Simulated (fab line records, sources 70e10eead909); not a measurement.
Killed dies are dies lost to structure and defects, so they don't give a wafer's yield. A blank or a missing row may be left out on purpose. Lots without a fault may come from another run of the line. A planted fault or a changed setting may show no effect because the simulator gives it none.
A struck lot beside a sound one | flow nand_harc | 17 steps out of a route of 1302
Sound: wafers L632.1, L632.2, L632.4. Struck: wafers L639.3, L639.4, L639.6. The cause comes at the end.
At each step with rows: each side's tool, then ch and its chambers, then its first start. Under that, the readings that differ: sound wafers | struck wafers | difference of the means | sigmas: that difference in standard deviations of wafers without a fault.
alike: readings whose means differ by less than 2 such deviations, and words and numbers that are the same on both sides. not compared: withheld readings, readings that some wafer has no value for, bounds like >300 that may hide the same value, and numbers for which the record gives no deviation and whose values overlap.
The two part at a step that has a row with sigmas, a row that says differs or no value, or rows on one side only. Numbers that don't overlap but have no deviation are shown without sigmas and don't part them. A reading that every wafer of one side lacks parts them only if that side has two wafers or more.

first, 1 step without rows for these wafers: NHARC_A_M0_SRD_25.
NHARC_A_M0_INSPECT_27:
  sound on defect_inspect-01, day 27 18:35; struck on defect_inspect-01, day 30 23:40
  alike: raw_defect_count
NHARC_A_M0_PRE_CLEAN_31: time 12 s.
  sound on pecvd-02 ch 1,2, day 27 18:41; struck on pecvd-01 ch 0,1, day 30 23:44
  alike: heater_power_w
NHARC_A_M0_DEP_32: deposits SiCN, target thk 30 nm.
  sound on pecvd-02 ch 1,2, day 27 18:46; struck on pecvd-01 ch 0,1, day 30 23:48
  alike: heater_power_w
then, 7 steps without rows for these wafers: NHARC_A_M1_DEP_00 (deposits SiOC, target thk 182.5 nm); NHARC_A_M1_DEHYDRATE_01 (time 120 s); NHARC_A_M1_HMDS_02 (time 30 s); NHARC_A_M1_COAT_34 (time 65 s); NHARC_A_M1_COAT_03 (resist thk 90 nm); NHARC_A_M1_SOFTBAKE_04 (time 55 s); NHARC_A_M1_EBR_05.
NHARC_A_M1_EXPOSE_06: exposes mask A M1, target cd 120 nm.
  sound on arfi_scanner-03 ch 0, day 27 19:46; struck on arfi_scanner-02 ch 0, day 31 00:48
  reading                      | sound                   | struck            | difference | sigmas
  model.A_M1.overlay_x_nm (nm) | -0.9127 -0.9127 -0.9127 | 39.42 39.42 39.42 | +40.33     |
  alike: mask, reticle_temp_C
then, 2 steps without rows for these wafers: NHARC_A_M1_PEB_07 (peb time 65 s); NHARC_A_M1_DEVELOP_08 (develop time 35 s).
NHARC_A_M1_CD_MEAS_09: target cd 120 nm.
  sound on cd_sem-01 ch 0, day 27 19:54; struck on cd_sem-01 ch 0, day 31 00:56
  alike: cd_nm
NHARC_A_M1_OVL_MEAS_10: pitch 240 nm.
  sound on overlay-01, day 27 19:59; struck on overlay-02, day 31 01:01
  reading           | sound          | struck         | difference | sigmas
  overlay_x_nm (nm) | -1.0 -0.9 -1.1 | 39.1 39.9 40.2 | +40.7      | +54
  overlay_y_nm (nm) | 1.5 1.4 1.1    | -0.7 -1.1 -1.4 | -2.4       | -3
NHARC_A_M1_INSPECT_11:
  sound on defect_inspect-01, day 27 20:01; struck on defect_inspect-01, day 31 01:03
  alike: raw_defect_count

WHERE THEY PART
Only at NHARC_A_M1_OVL_MEAS_10, within this record. Later steps at which nothing parts them and some readings are alike: NHARC_A_M1_INSPECT_11.

WHY: what the simulator had put in
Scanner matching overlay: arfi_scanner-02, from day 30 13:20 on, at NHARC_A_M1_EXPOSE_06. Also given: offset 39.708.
